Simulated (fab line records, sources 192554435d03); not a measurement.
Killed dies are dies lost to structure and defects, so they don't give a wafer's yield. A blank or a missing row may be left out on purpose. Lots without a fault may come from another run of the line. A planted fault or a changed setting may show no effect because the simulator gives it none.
Split-lot experiment | flow n5_finfet | 7 lots, 21 wafers read, on a route of 1938 steps

THE SPLIT
At N5_BEOL_M1_EXPOSE_08 (exposes mask M1), the setting dose_mj was moved away from the recipe's 33 on 7 of the 21 wafers read, by -7.1% to +5.2%. The other wafers ran this setting at the recipe's value.

FROM THE SPLIT TO THE READING: what the file shows between them, 11 steps
- N5_BEOL_M1_PEB_09: peb time 60 s
- N5_BEOL_M1_DEVELOP_10: develop time 30 s
- N5_BEOL_M1_DESCUM_16: chemistry O2, time 7 s
- N5_BEOL_M1_ETCH_74: etches underlayer in N2/H2, target depth 6.5 nm, time 5.2 s
- N5_BEOL_M1_ETCH_63: etches SiARC in CF4, target depth 15.6 nm, time 26 s
- N5_BEOL_M1_ETCH_64: etches SOC in N2/H2, target depth 75 nm, overetch 15 nm, time 112.5 s
- N5_BEOL_M1_STRIP_65: strips in N2/H2
- N5_BEOL_M1_STRIP_75: strips in N2/H2
- N5_BEOL_M1_STRIP_66: strips in CF4
- N5_BEOL_M1_HM_OPEN_17: chemistry Cl2/BCl3, target TiN, target depth 20 nm, overetch 6 nm
- N5_BEOL_M1_STRIP_19: strips in O2

THE READING
cd_nm, in nm, at N5_BEOL_M1_CD_MEAS_18 (pitch 36 nm, target cd 18 nm). Fault-free wafers of this fab line usually give 18.1 nm, standard deviation 0.35 nm.

wafer  | tool, chamber at the split | dose_mj as run | against the recipe | cd_nm, nm | against lot-mates on the recipe
L074.1 | euv_scanner-01, 0          | 33             | recipe             | 18.2      | -
L074.3 | euv_scanner-01, 0          | 34.14          | +3.5%              | 18.7      | +0.5
L074.4 | euv_scanner-01, 0          | 34.14          | +3.5%              | 18.9      | +0.7
L081.4 | euv_scanner-02, 0          | 33             | recipe             | 17.8      | -
L081.5 | euv_scanner-02, 0          | 33             | recipe             | 17.9      | -
L081.6 | euv_scanner-02, 0          | 33             | recipe             | 18.2      | -
L084.1 | euv_scanner-01, 0          | 31.79          | -3.7%              | 17.3      | -0.4
L084.2 | euv_scanner-01, 0          | 31.79          | -3.7%              | 17.5      | -0.2
L084.6 | euv_scanner-01, 0          | 33             | recipe             | 17.7      | -
L086.3 | euv_scanner-02, 0          | 34.72          | +5.2%              | 19.0      | +1.3
L086.4 | euv_scanner-02, 0          | 33             | recipe             | 17.7      | -
L086.5 | euv_scanner-02, 0          | 34.72          | +5.2%              | 19.2      | +1.5
L089.2 | euv_scanner-02, 0          | 33             | recipe             | 18.3      | -
L089.3 | euv_scanner-02, 0          | 33             | recipe             | 18.5      | -
L089.6 | euv_scanner-02, 0          | 33             | recipe             | 18.6      | -
L090.2 | euv_scanner-02, 0          | 33             | recipe             | 18.8      | -
L090.3 | euv_scanner-02, 0          | 33             | recipe             | 18.5      | -
L090.5 | euv_scanner-02, 0          | 33             | recipe             | 18.5      | -
L091.3 | euv_scanner-02, 0          | 33             | recipe             | 18.0      | -
L091.4 | euv_scanner-02, 0          | 30.66          | -7.1%              | 16.4      | -1.6
L091.6 | euv_scanner-02, 0          | 33             | recipe             | 18.0      | -

THE FIT
A straight line over all 21 wafers: cd_nm changes by +0.208 nm for each +1% of dose_mj; r = +0.89; the points scatter about the line by 0.31 nm.
The same after taking each lot's own level away (the mean of its wafers on the recipe; 21 wafers): +0.207 nm for each +1%; r = +0.94; scatter 0.21 nm.
On that fit, the largest move of dose_mj shifts the reading by 1.5 nm.
The lots' own levels span 17.70 to 18.60 nm, that is 2.6 times the standard deviation above.
So the lot-to-lot level changes the slope little: the two slopes agree.
Check: with one of the wafers moved furthest among these (-7.1%) left out of the fit, the line predicts -1.29 nm for it against its lot-mates. It came out at -1.6 nm against them.

OTHER SPLITS ON THESE WAFERS
These wafers also went through other splits before the reading. Each is held against what the fit with the lots' levels taken away leaves over:
other split on the same wafers            | wafers away from the commonest value | r with cd_nm (lot level and that fit taken away)
N5_BEOL_M0_CUTY_DESCUM_61 time_s          | 6                                    | +0.45
N5_BEOL_M0_TRENCH_ETCH_107 target_depth_a | 9                                    | -0.38
N5_BEOL_M1_COAT_61 spin_rpm               | 5                                    | +0.15

THE WHOLE CHAIN: every reading that the file lists as answering this split, in the file's order
step                  | what it does                                                          | reading                                                               | change (the file's fit)               | r (the file's)
N5_BEOL_M1_ETCH_74    | etches underlayer in N2/H2, target depth 6.5 nm, time 5.2 s           | BEOL_M1.cd_offset_nm (the simulator's own value, which no gauge read) | +0.213 nm for each +1% of the setting | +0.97
N5_BEOL_M1_ETCH_63    | etches SiARC in CF4, target depth 15.6 nm, time 26 s                  | BEOL_M1.cd_offset_nm (the simulator's own value, which no gauge read) | +0.218 nm for each +1% of the setting | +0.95
N5_BEOL_M1_ETCH_64    | etches SOC in N2/H2, target depth 75 nm, overetch 15 nm, time 112.5 s | BEOL_M1.cd_offset_nm (the simulator's own value, which no gauge read) | +0.199 nm for each +1% of the setting | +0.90
N5_BEOL_M1_HM_OPEN_17 | chemistry Cl2/BCl3, target TiN, target depth 20 nm, overetch 6 nm     | BEOL_M1.cd_offset_nm (the simulator's own value, which no gauge read) | +0.188 nm for each +1% of the setting | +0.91
N5_BEOL_M1_CD_MEAS_18 | pitch 36 nm, target cd 18 nm                                          | cd_nm                                                                 | +0.21 nm for each +1% of the setting  | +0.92

THE FILE'S OWN FIT
cd_nm changes by +0.21 nm for each +1% of dose_mj, r = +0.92.
